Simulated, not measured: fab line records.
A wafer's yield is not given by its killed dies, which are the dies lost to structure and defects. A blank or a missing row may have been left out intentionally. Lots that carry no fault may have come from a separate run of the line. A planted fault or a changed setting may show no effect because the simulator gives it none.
Split-lot experiment || flow n5-finfet || 21 wafers read from 7 lots, route of 1938 steps

== SPLIT DETAILS ==
At N5_FIN_CUT_EXPOSE_05 (exposes mask FIN CUT), the setting dose-mj was moved away from the recipe's 45.75 on 10 of the 21 wafers read, by -4.3% to +6.8%. The other wafers ran this setting at the recipe's value.

== FROM THE SPLIT TO THE READING: what the file shows between them, 2 steps ==
- N5_FIN_CUT_PEB_06: peb time 60 s
- N5_FIN_CUT_DEVELOP_07: develop time 30 s

== THE READING ==
Shown in nm: cd-nm at N5_FIN_CUT_CD_MEAS_08, with target cd 29.1 nm. Typical for fault-free wafers on this fab line: 29.05 nm, with standard deviation 0.24 nm.

{"wafer": "L074.1", "tool, chamber at the split": "euv-scanner-02, 0", "dose-mj as run": 46.69, "against the recipe": "+2.1%", "cd-nm, nm": 28.93, "against lot-mates on the recipe": "no lot-mate on the recipe"}
{"wafer": "L074.2", "tool, chamber at the split": "euv-scanner-02, 0", "dose-mj as run": 46.69, "against the recipe": "+2.1%", "cd-nm, nm": 29.17, "against lot-mates on the recipe": "no lot-mate on the recipe"}
{"wafer": "L074.4", "tool, chamber at the split": "euv-scanner-02, 0", "dose-mj as run": 46.69, "against the recipe": "+2.1%", "cd-nm, nm": 29.49, "against lot-mates on the recipe": "no lot-mate on the recipe"}
{"wafer": "L075.3", "tool, chamber at the split": "euv-scanner-02, 0", "dose-mj as run": 45.75, "against the recipe": "recipe", "cd-nm, nm": 28.68, "against lot-mates on the recipe": "-"}
{"wafer": "L075.4", "tool, chamber at the split": "euv-scanner-02, 0", "dose-mj as run": 47.87, "against the recipe": "+4.6%", "cd-nm, nm": 29.80, "against lot-mates on the recipe": "+1.12"}
{"wafer": "L075.5", "tool, chamber at the split": "euv-scanner-02, 0", "dose-mj as run": 47.87, "against the recipe": "+4.6%", "cd-nm, nm": 30.11, "against lot-mates on the recipe": "+1.43"}
{"wafer": "L076.1", "tool, chamber at the split": "euv-scanner-02, 0", "dose-mj as run": 45.75, "against the recipe": "recipe", "cd-nm, nm": 29.43, "against lot-mates on the recipe": "-"}
{"wafer": "L076.4", "tool, chamber at the split": "euv-scanner-02, 0", "dose-mj as run": 44.3, "against the recipe": "-3.2%", "cd-nm, nm": 28.47, "against lot-mates on the recipe": -0.96}
{"wafer": "L076.5", "tool, chamber at the split": "euv-scanner-02, 0", "dose-mj as run": 44.3, "against the recipe": "-3.2%", "cd-nm, nm": 28.16, "against lot-mates on the recipe": -1.27}
{"wafer": "L077.1", "tool, chamber at the split": "euv-scanner-02, 0", "dose-mj as run": 45.75, "against the recipe": "recipe", "cd-nm, nm": 28.78, "against lot-mates on the recipe": "-"}
{"wafer": "L077.3", "tool, chamber at the split": "euv-scanner-02, 0", "dose-mj as run": 45.75, "against the recipe": "recipe", "cd-nm, nm": 29.04, "against lot-mates on the recipe": "-"}
{"wafer": "L077.6", "tool, chamber at the split": "euv-scanner-02, 0", "dose-mj as run": 45.75, "against the recipe": "recipe", "cd-nm, nm": 29.03, "against lot-mates on the recipe": "-"}
{"wafer": "L080.4", "tool, chamber at the split": "euv-scanner-02, 0", "dose-mj as run": 45.75, "against the recipe": "recipe", "cd-nm, nm": 29.54, "against lot-mates on the recipe": "-"}
{"wafer": "L080.5", "tool, chamber at the split": "euv-scanner-02, 0", "dose-mj as run": 45.75, "against the recipe": "recipe", "cd-nm, nm": 28.99, "against lot-mates on the recipe": "-"}
{"wafer": "L080.6", "tool, chamber at the split": "euv-scanner-02, 0", "dose-mj as run": 45.75, "against the recipe": "recipe", "cd-nm, nm": 28.98, "against lot-mates on the recipe": "-"}
{"wafer": "L083.1", "tool, chamber at the split": "euv-scanner-02, 0", "dose-mj as run": 45.75, "against the recipe": "recipe", "cd-nm, nm": 29.26, "against lot-mates on the recipe": "-"}
{"wafer": "L083.2", "tool, chamber at the split": "euv-scanner-02, 0", "dose-mj as run": 43.8, "against the recipe": "-4.3%", "cd-nm, nm": 28.52, "against lot-mates on the recipe": -0.74}
{"wafer": "L083.6", "tool, chamber at the split": "euv-scanner-02, 0", "dose-mj as run": 43.8, "against the recipe": "-4.3%", "cd-nm, nm": 28.72, "against lot-mates on the recipe": -0.54}
{"wafer": "L090.4", "tool, chamber at the split": "euv-scanner-01, 0", "dose-mj as run": 45.75, "against the recipe": "recipe", "cd-nm, nm": 28.96, "against lot-mates on the recipe": "-"}
{"wafer": "L090.5", "tool, chamber at the split": "euv-scanner-01, 0", "dose-mj as run": 45.75, "against the recipe": "recipe", "cd-nm, nm": 29.15, "against lot-mates on the recipe": "-"}
{"wafer": "L090.6", "tool, chamber at the split": "euv-scanner-01, 0", "dose-mj as run": 48.86, "against the recipe": "+6.8%", "cd-nm, nm": 30.01, "against lot-mates on the recipe": "+0.96"}

THE FIT
A straight line over all 21 wafers: cd-nm changes by +0.152 nm for each +1% of dose-mj; r = +0.86; the points scatter about the line by 0.26 nm.
The same after taking each lot's own level away (the mean of its wafers on the recipe; 18 wafers): +0.212 nm for each +1%; r = +0.91; scatter 0.29 nm.
According to that fit, moving dose-mj by its largest amount changes the reading by 1.4 nm.
The lots' own levels span 28.680 to 29.430 nm, that is 3.1 times the standard deviation above.
Hence the slope depends on the lot-to-lot level, as the two fits are not the same.
Check: for one of the wafers moved furthest among these (+6.8%), held out of the fit, the line's prediction against its lot-mates is +1.7 nm. Against them it came out at +0.955 nm.

== THESE WAFERS: OTHER SPLITS ==
Note: prior to the reading, these wafers also went through further splits. Each is held against what the fit with the lots' levels taken away leaves over:
{"other split on the same wafers": "N5_WELL_APT_COAT_02 spin-rpm", "wafers away from the commonest value": 6, "r with cd-nm (lot level and that fit taken away)": "+0.29"}
{"other split on the same wafers": "N5_FIN_CUT_COAT_18 spin-rpm", "wafers away from the commonest value": 9, "r with cd-nm (lot level and that fit taken away)": "+0.25"}

== THE WHOLE CHAIN: every reading that the file lists as answering this split, in the file's order ==
{"step": "N5_FIN_CUT_CD_MEAS_08", "what it does": "target cd 29.1 nm", "reading": "cd-nm", "change (the file's fit)": "+0.194 nm for each +1% of the setting", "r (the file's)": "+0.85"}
{"step": "N5_FIN_CUT_ETCH_30", "what it does": "etches underlayer in N2/H2, target depth 13 nm, time 10.4 s", "reading": "FIN_CUT.cd-offset-nm (the simulator's own value, which no gauge read)", "change (the file's fit)": "+0.165 nm for each +1% of the setting", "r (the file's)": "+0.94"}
{"step": "N5_FIN_CUT_ETCH_20", "what it does": "etches SiARC in CF4, target depth 26 nm, time 43.3 s", "reading": "FIN_CUT.cd-offset-nm (the simulator's own value, which no gauge read)", "change (the file's fit)": "+0.145 nm for each +1% of the setting", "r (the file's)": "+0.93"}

== FILE'S OWN FIT ==
cd-nm changes by +0.194 nm for each +1% of dose-mj, r = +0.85.
